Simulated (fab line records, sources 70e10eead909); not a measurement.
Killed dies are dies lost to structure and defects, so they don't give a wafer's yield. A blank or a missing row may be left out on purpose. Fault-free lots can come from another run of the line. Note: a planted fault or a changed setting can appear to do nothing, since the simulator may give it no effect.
Code-filled problem report in 8D (eight disciplines) form :: flow nand harc :: the parts of the form that need people (team, actions taken, sign-off) are left out

== 1. WHAT WENT WRONG ==
At NHARC_END_SORT_01, killed at array averages 323 over 3 wafers from 2 lots, while fault-free wafers read 28, standard deviation 11. That puts it +27 standard deviations away from the usual mean.
The first sign was on wafer L994.1 at day 24 12:37, on prober-02. The record holds 36 wafers of 12 lots with a number at this step. Rule for "out", or "out of limits": more than 4 standard deviations from the usual mean. The rest of the wafers with a number are treated as sound.

== 2. WHAT IT IS, AND WHAT IT ISN'T ==
question: which readings at this step
is: killed at array, killed dies
is not: killed at other, killed at periphery, killed open, killed short

question: which lots
is: L991, L994
is not: L101, L102, L103, L104, L105, L107, L985, L986, L988, L989

question: which wafers of those lots
is: L991.3, L994.1, L994.3
is not: L991.2, L991.4, L994.5

question: read on which gauges
is: prober-02
is not: prober-01

question: when
is: from day 24 12:37
is not: up to then (12 sound wafers); but 21 sound wafers of L101, L102, L103, L104, L105, L107, L991, L994 came after

== 3. WHAT RULES OUT EACH SUSPECT ==
Counting: if a tool at a process step up to the reading ran every lot that is out, it stays a suspect. Sound lots after the first of them don't rule it out here, since some wafers of a struck lot are sound.
- the gauge at NHARC_END_SORT_01 has been ruled out. All the wafers that are out were read on prober-02, but those of them that NHARC_A_STAIRCASE_ETCH_221 has rows for are out there too, on other tools.
- rie diel-09 at NHARC_A_STAIRCASE_ETCH_203 (etches the open film in C4F8/O2, target depth 100 nm, time 40.5 s): kept. Every lot that is out went through it, the first being L991 (day 13 02:47); the last sound lot it ran before that was L989 (day 12 04:19). Because NHARC_A_STAIRCASE_ETCH_203 lacks a start for some lots, the hours and order of its lots are taken from NHARC_A_STAIRCASE_ETCH_221.
- rie diel-11 at NHARC_A_STAIRCASE_ETCH_221 (etches the open film in C4F8/O2, target depth 100 nm, time 40.5 s): kept. Every lot that is out went through it, the first being L991 (day 13 02:47); the last sound lot it ran before that was L988 (day 12 01:53). Its own readings are out on those wafers: oes product au.
- rie diel-11 at NHARC_A_STAIRCASE_ETCH_227 (etches the open film in C4F8/O2, target depth 100 nm, time 40.5 s): kept. Every lot that is out went through it, the first being L994 (day 24 12:37); the last sound lot it ran before that was L988 (day 22 06:23). Because NHARC_A_STAIRCASE_ETCH_227 lacks a start for some lots, the hours and order of its lots are taken from NHARC_END_SORT_01.
rie diel-09 at NHARC_A_STAIRCASE_ETCH_203, rie diel-11 at NHARC_A_STAIRCASE_ETCH_221 and rie diel-11 at NHARC_A_STAIRCASE_ETCH_227 are what is left after counting.

== 4. THE CAUSE (what the simulator had put in) ==
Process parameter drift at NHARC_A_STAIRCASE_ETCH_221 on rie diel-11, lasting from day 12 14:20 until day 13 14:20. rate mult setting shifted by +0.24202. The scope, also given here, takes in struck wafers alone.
After counting, 3 suspects remain, this tool included.

== 5. THE EFFECT CHAIN, in route order ==
Each row: a reading where the mean over the struck wafers with a number is more than 3 standard deviations away from the usual. Readings are gone through only where the record gives a usual standard deviation; hours: the median, over the lots, of the time from a lot's start at the first step in this table giving one to that lot's start at this step; sigmas: the change measured in usual standard deviations.
hours: 0
step: NHARC_A_STAIRCASE_ETCH_221
reading: oes product au
usual: 0.938 a.u.
on struck wafers: 1.085
change: +0.147
sigmas: +11

hours: 281
step: NHARC_END_SORT_01
reading: killed at array
usual: 28
on struck wafers: 323
change: +295
sigmas: +27

hours: 281
step: NHARC_END_SORT_01
reading: killed dies
usual: 31
on struck wafers: 325
change: +294
sigmas: +27
Its process steps:
- NHARC_A_STAIRCASE_ETCH_221: etches the open film in C4F8/O2, target depth 100 nm, time 40.5 s.

== 6. WHAT WOULD HAVE CAUGHT IT SOONER ==
The first out-of-limits reading at a measuring or inspecting step in this record came at day 24 12:37, 286 hours after the fault's start at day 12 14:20.
Tool's own readings at NHARC_A_STAIRCASE_ETCH_221, oes product au: out on all struck wafers the step has rows for; an alarm limit on them would have tripped on the first.
Lots out: 2; all had begun NHARC_A_STAIRCASE_ETCH_221 on rie diel-11 by day 24 12:37. A hold on the tool at that time would have spared none of them.
